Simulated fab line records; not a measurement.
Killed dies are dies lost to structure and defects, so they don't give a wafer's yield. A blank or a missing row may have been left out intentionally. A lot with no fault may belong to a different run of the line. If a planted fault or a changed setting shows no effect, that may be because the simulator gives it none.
Matching of chambers | flow n5 finfet | 3 sister chambers for N5_BEOL_M5_PRE_CLEAN_77 on cvd co-02
The step time 15 s. 3 wafers are shown with their chamber, then 12 later ones without.

== WAFERS PAIRED WITH THEIR CHAMBERS ==
wafer  | chamber | heater power w (W)
L085.4 | 2       | 75
L086.4 | 1       | 84
L086.5 | 0       | 77

== WAFERS MISSING THEIR CHAMBER ==
wafer  | heater power w (W)
L090.1 | 76
L090.2 | 74
L090.6 | 76
L092.2 | 78
L092.3 | 86
L092.6 | 86
L091.1 | 88
L091.2 | 74
L091.3 | 76
L097.4 | 76
L097.5 | 74
L097.6 | 88

== THE CHAMBER EACH PASSED THROUGH ==
wafer  | from the rows above     | in truth
L090.1 | can't be placed: 0 or 2 | 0
L090.2 | can't be placed: 2 or 0 | 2
L090.6 | can't be placed: 0 or 2 | 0
L092.2 | can't be placed: 0 or 2 | 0
L092.3 | 1                       | 1
L092.6 | 1                       | 1
L091.1 | 1                       | 1
L091.2 | can't be placed: 2 or 0 | 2
L091.3 | can't be placed: 0 or 2 | 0
L097.4 | can't be placed: 0 or 2 | 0
L097.5 | can't be placed: 2 or 0 | 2
L097.6 | 1                       | 1
Correctly placed: 4 of 12. Not placeable from these rows: 8 (in 8, the candidates include the true chamber). Number placed wrongly: 0.
How it was worked out, from the rows above alone: a wafer's distance from a chamber is the root of the sum, over the readings, of the square of ((its reading less the chamber's mean) divided by the reading's scatter). The wafer belongs to the nearest chamber; if the next one is less than 2 further off, it can't be placed. A chamber's mean is the mean of its shown wafers. The scatter: with one shown wafer a chamber, the root of the mean of the squares of how far each hidden wafer lies from its nearest shown one.
